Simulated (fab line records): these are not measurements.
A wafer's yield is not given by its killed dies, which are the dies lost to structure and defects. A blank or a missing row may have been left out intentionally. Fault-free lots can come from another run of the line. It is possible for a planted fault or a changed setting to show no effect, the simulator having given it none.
Matching of chambers	flow n5_finfet	4 sister chambers for N5_GATE_CUT_STRIP_59 on rie_diel-06
The step strips in N2/H2, time 20 s. 24 wafers are shown with their chamber, then 12 later ones without.

== WAFERS WITH THEIR CHAMBER ==
wafer	chamber	showerhead_plenum_p_Torr (Torr)	drypump_motor_current_A (A)	throttle_valve_pct (%)
L074.2	0	3.51	5.89	12.23
L074.3	3	3.59	5.41	12.03
L074.5	3	3.59	5.42	12.03
L079.1	0	3.51	5.90	12.26
L079.2	1	3.24	6.27	12.09
L079.3	3	3.58	5.42	12.04
L083.1	3	3.58	5.41	12.07
L083.2	1	3.23	6.26	12.07
L083.5	2	3.29	6.01	12.45
L084.2	0	3.50	5.90	12.26
L084.4	2	3.29	6.06	12.44
L084.6	2	3.29	6.02	12.44
L088.1	2	3.29	6.02	12.44
L088.2	1	3.23	6.26	12.08
L088.4	0	3.50	5.88	12.30
L089.1	1	3.23	6.26	12.10
L089.2	0	3.50	5.91	12.29
L089.3	3	3.57	5.44	12.10
L089.4	2	3.29	6.03	12.46
L089.5	3	3.57	5.43	12.10
L089.6	2	3.29	6.00	12.45
L090.1	1	3.23	6.29	12.10
L090.2	3	3.57	5.43	12.11
L090.4	1	3.23	6.27	12.12

SIGNATURES (means of the wafers above)
reading	chamber 0	chamber 1	chamber 2	chamber 3	scatter within a chamber
showerhead_plenum_p_Torr	3.5040	3.2317	3.2900	3.5786	0.00587
drypump_motor_current_A	5.8960	6.2683	6.0233	5.4229	0.0143
throttle_valve_pct	12.2680	12.0933	12.4467	12.0686	0.0249
Rule: for each reading, subtract the chamber's mean from the wafer's reading, divide by that reading's scatter and square the result; add these up over the readings and take the root, which gives the wafer's distance from the chamber. If the next closest chamber is less than 2 further off than the closest, the wafer can't be placed; otherwise it belongs to the closest. The scatter: the root of (the sum of the squares of (reading less its chamber's mean) over the shown wafers, divided by (wafers less chambers)).

== WAFERS WITHOUT THEIR CHAMBER ==
wafer	showerhead_plenum_p_Torr (Torr)	drypump_motor_current_A (A)	throttle_valve_pct (%)
L091.1	3.57	5.41	12.11
L091.2	3.29	6.05	12.46
L091.3	3.50	5.90	12.28
L091.4	3.23	6.30	12.12
L091.5	3.23	6.26	12.12
L091.6	3.28	6.06	12.48
L094.1	3.28	6.02	12.47
L094.2	3.57	5.41	12.12
L094.3	3.22	6.29	12.12
L094.4	3.50	5.90	12.32
L094.5	3.22	6.25	12.12
L094.6	3.28	6.02	12.47

== THE CHAMBER EACH PASSED THROUGH ==
wafer	from the rows above	in truth
L091.1	3	3
L091.2	2	2
L091.3	0	0
L091.4	1	1
L091.5	1	1
L091.6	2	2
L094.1	2	2
L094.2	3	3
L094.3	1	1
L094.4	0	0
L094.5	1	1
L094.6	2	2
Placed correctly: 12 of 12. Number that these rows cannot place: 0. Wrongly placed: 0.
